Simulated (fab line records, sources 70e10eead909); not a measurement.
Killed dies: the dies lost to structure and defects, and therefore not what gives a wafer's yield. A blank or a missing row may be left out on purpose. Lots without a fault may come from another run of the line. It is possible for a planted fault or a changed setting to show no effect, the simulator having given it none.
Chamber matching ; flow nandHarc ; NHARC_P_CONTACT_CMP_01 on cmp-03: 4 sister chambers
The step polishes SiO2, target thk 200 nm. 14 wafers are shown with their chamber, then 7 later ones without.

WAFERS, EACH WITH ITS CHAMBER
wafer;chamber;motorCurrentA (A);slurryFilterDpKPa (kPa)
L074.1;1;11.3;13.50
L074.4;3;11.5;13.62
L074.6;0;12.0;13.49
L078.2;0;11.8;13.66
L078.5;2;10.8;13.37
L078.6;1;11.5;13.48
L085.2;1;11.3;13.39
L085.4;3;11.1;13.29
L085.6;3;12.0;13.33
L086.3;3;11.2;13.33
L086.4;1;11.7;13.47
L086.6;1;11.3;13.50
L088.1;2;10.9;13.32
L088.3;3;12.0;13.74

SIGNATURES (means of the wafers above)
reading;chamber 0;chamber 1;chamber 2;chamber 3;scatter within a chamber
motorCurrentA;11.900;11.420;10.850;11.560;0.297
slurryFilterDpKPa;13.5750;13.4680;13.3450;13.4620;0.138
Rule: distance of a wafer from a chamber = root of the sum over the readings of ((wafer's reading minus chamber's mean) / reading's scatter) squared. If the next closest chamber is less than 2 further off than the closest, the wafer can't be placed; otherwise it belongs to the closest. How the scatter is found: for the shown wafers, subtract from each reading the mean of its chamber, square and add these, divide the total by (wafers less chambers), then take the root.

WAFERS WITH NO CHAMBER GIVEN
wafer;motorCurrentA (A);slurryFilterDpKPa (kPa)
L088.4;11.4;13.39
L094.1;11.6;13.31
L094.2;11.8;13.50
L094.5;11.0;13.39
L097.1;11.0;13.35
L097.3;11.4;13.41
L097.6;11.3;13.57

CHAMBER TAKEN BY EACH
wafer;from the rows above;in truth
L088.4;can't be placed: 1 or 3 or 2 or 0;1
L094.1;can't be placed: 3 or 1 or 0 or 2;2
L094.2;can't be placed: 0 or 3 or 1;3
L094.5;can't be placed: 2 or 1 or 3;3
L097.1;can't be placed: 2 or 1 or 3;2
L097.3;can't be placed: 1 or 3 or 2 or 0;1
L097.6;can't be placed: 1 or 3 or 0 or 2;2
0 of 7 placed correctly. Unplaceable from these rows: 7, with the true chamber sitting among the candidates in 7. Wrongly placed: 0.
